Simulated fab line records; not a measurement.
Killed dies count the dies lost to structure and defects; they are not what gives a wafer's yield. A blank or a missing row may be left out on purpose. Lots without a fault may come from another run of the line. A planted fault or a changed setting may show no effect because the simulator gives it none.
A lot that was struck, set against a sound lot ; flow n5 finfet ; 41 out of 1938 route steps
Sound: wafers L571.2, L571.4, L571.6. Struck: wafer L587.4 (L587.5, L587.6, from the same lot, were not struck and are left out); the cause is given at the end.
At each step with rows: each side's tool, then ch and its chambers, then its first start. Under that, the readings that differ: sound wafers ; struck wafers ; difference of the means ; sigmas: that difference in standard deviations of wafers without a fault.
alike: words and numbers the same on both sides, and readings whose means are apart by under 2 such deviations; not compared: readings that were withheld, readings missing a value for some wafer, numbers with overlapping values and no deviation given by the record, and bounds like >300 which may hide the same value.
A row with sigmas, a row that says differs or no value, or rows on one side alone: a step with any of these is where the two part. Numbers that have no deviation but don't overlap get no sigmas and don't part them. A reading that every wafer of one side lacks parts them only if that side has two wafers or more.

first, 8 steps without rows for these wafers: N5_BEOL_M0_CUTY_STRIP_64 (strips in N2/H2); N5_BEOL_M0_ETCH_138 (etches SiCN in CH3F/O2, target depth 12 nm, time 31.6 s); N5_BEOL_M0_HM_OPEN_105 (chemistry Cl2/BCl3, target TiN, target depth 12 nm); N5_BEOL_M0_STRIP_140 (strips in CF4); N5_BEOL_M0_STRIP_104 (strips in N2/H2); N5_BEOL_M0_WET_ETCH_106 (etches SiO2 in DHF, target depth 130 nm, rinse time 30 s); N5_BEOL_M0_ETCH_128 (etches SiCN in CF4/N2, target depth 12 nm, overetch 5.1 nm, time 21.4 s); N5_BEOL_M0_TRENCH_ETCH_107 (etches SiOC in C4F6/O2, target depth 32.8 nm, time 16.4 s).
N5_BEOL_M0_STRIP_142: strips in N2/H2, time 10 s.
  sound on rie diel-03 ch 0,2,3, day 6 11:05; struck on rie diel-04 ch 0, day 10 08:32
  alike: bias power w, drypump motor current A, oes product au, rf vpp V, showerhead plenum p Torr, throttle valve pct
  not compared: rf hours counter h
N5_BEOL_M0_OCD_MEAS_108:
  sound on ocd-02 at day 6 11:10; struck on ocd-02 at day 10 08:38
  alike: trench depth nm
then, 2 steps without rows for these wafers: N5_BEOL_M0_HM_STRIP_129 (strips TiN in peroxide tin strip, target depth 17 nm, time 108 s); N5_BEOL_M0_SRD_130 (time 30 s).
N5_BEOL_M0_ETCH_109: etches SiCN in CH3F/O2, target depth 8 nm, overetch 2.4 nm, time 27.4 s.
  sound on rie diel-04 ch 0,1, day 6 11:35; struck on rie diel-04 ch 2, day 10 08:44
  alike: drypump motor current A, oes product au, rf fwd power W, rf vpp V, showerhead plenum p Torr, throttle valve pct
  not compared: rf hours counter h
then, 2 steps without rows for these wafers: N5_BEOL_M0_STRIP_139 (strips in post etch residue remover, time 60 s); N5_BEOL_M0_SRD_111 (time 30 s).
N5_BEOL_M0_DEGAS_112: time 60 s.
  sound on pvd sputter-01 at day 6 11:46; struck on pvd sputter-03 at day 10 09:13
  alike: heater power w
then, 2 steps without rows for these wafers: N5_BEOL_M0_PRE_CLEAN_113 (time 30 s); N5_BEOL_M0_ALD_136 (deposits TaN, pulse time 2 s, purge time 3 s, co reactant purge time 2 s).
N5_BEOL_M0_SURFACE_TREAT_137:
  sound on pvd sputter-02 at day 6 12:05; struck on pvd sputter-02 at day 10 09:40
  not compared: throttle valve pct
then, 1 step without rows for these wafers: N5_BEOL_M0_CVD_115 (deposits Co from CCTBA/H2, time 120 s).
N5_BEOL_M0_SPUTTER_116: material Cu, target thk 4 nm, time 7.37 s.
  sound on pvd sputter-03 at day 6 12:17; struck on pvd sputter-02 at day 10 09:54
  alike: chuck sensor temp C, substrate temp c, throttle valve pct
N5_BEOL_M0_ANNEAL_117: time 60 s.
  sound on pvd sputter-03 at day 6 12:22; struck on pvd sputter-02 at day 10 09:59
  alike: heater power w
then, 12 steps without rows for these wafers: N5_BEOL_M0_SPUTTER_132 (material Cu, target thk 4 nm, time 7.37 s); N5_BEOL_M0_ANNEAL_133 (time 60 s); N5_BEOL_M0_SPUTTER_134 (material Cu, target thk 4 nm, time 7.37 s); N5_BEOL_M0_ANNEAL_135 (time 60 s); N5_BEOL_M0_SPUTTER_141 (material Cu, target thk 4 nm, time 7.37 s); N5_BEOL_M0_ECD_118 (material Cu, target thk 300 nm); N5_BEOL_M0_ANNEAL_119 (time 90 s); N5_BEOL_M0_CMP_120 (polishes, stops on SiOC, t overpolish 6.9 s); N5_BEOL_M0_PRE_CLEAN_131 (time 15 s); N5_BEOL_M0_CO_CAP_123 (material Co, precursor CCTBA/H2, target thk 2 nm, time 102.1 s); N5_BEOL_M0_PRE_CLEAN_124 (time 15 s); N5_BEOL_M0_DEP_125 (deposits SiCN from 3MS/NH3, target thk 8 nm, time 14 s).
N5_BEOL_M0_RS_MEAS_126: measures by four-point-probe.
  sound on film metro-01 at day 6 13:45; struck on film metro-02 at day 10 11:21
  alike: M0_RS
then, 1 step without rows for these wafers: N5_BEOL_M1_ILD_DEP_00 (deposits SiOC from DEMS/O2, target thk 79 nm, time 15.3 s).
N5_BEOL_M1_THK_MEAS_01:
  sound on film metro-01 at day 6 13:53; struck on film metro-02 at day 10 11:29
  alike: M1_ILD_THK
then, 3 steps without rows for these wafers: N5_BEOL_M1_PECVD_72 (deposits SiO2 from TEOS/O2, target thk 16 nm, time 18 s); N5_BEOL_M1_HM_DEP_02 (deposits TiN, target thk 20 nm); N5_BEOL_M1_COAT_61 (time 60 s, resist thk 60 nm).
-- record jumps: 7 days separate the struck wafers' starts on either side; left off in module BEOL_M1, taken up again in module PASSIVATION, whose first shown step is the route's number 1936 --
N5_PASSIVATION_PROBE_49:
  sound on prober-01 at day 12 14:36; struck on prober-02 at day 17 02:58
reading;sound;struck;difference;sigmas
defect limited yield (%);92.8 91.9 93.7;84.4;-8.4;-6
killed_at_M0_to_M3;16 26 18;121;+101;+9
killed dies;85 96 74;184;+99;+6
killed on rim;14 12 8;25;+14;+3
sort_bin_5_function (%);4.9 4.1 4.0;9.4;+5.1;+6
sort_bin_6_memory (%);2.1 3.7 2.2;5.0;+2.3;+3
sort n pass;1095 1084 1106;996;-99;-6
sort yield pct (%);92.8 91.9 93.7;84.4;-8.4;-6
  alike: killed_at_M4_up, killed at contacts, killed at front end, killed at other, killed open, killed short

## WHERE THEY PART
Only at N5_PASSIVATION_PROBE_49, as far as this record shows.

WHY: what had been put in by the simulator
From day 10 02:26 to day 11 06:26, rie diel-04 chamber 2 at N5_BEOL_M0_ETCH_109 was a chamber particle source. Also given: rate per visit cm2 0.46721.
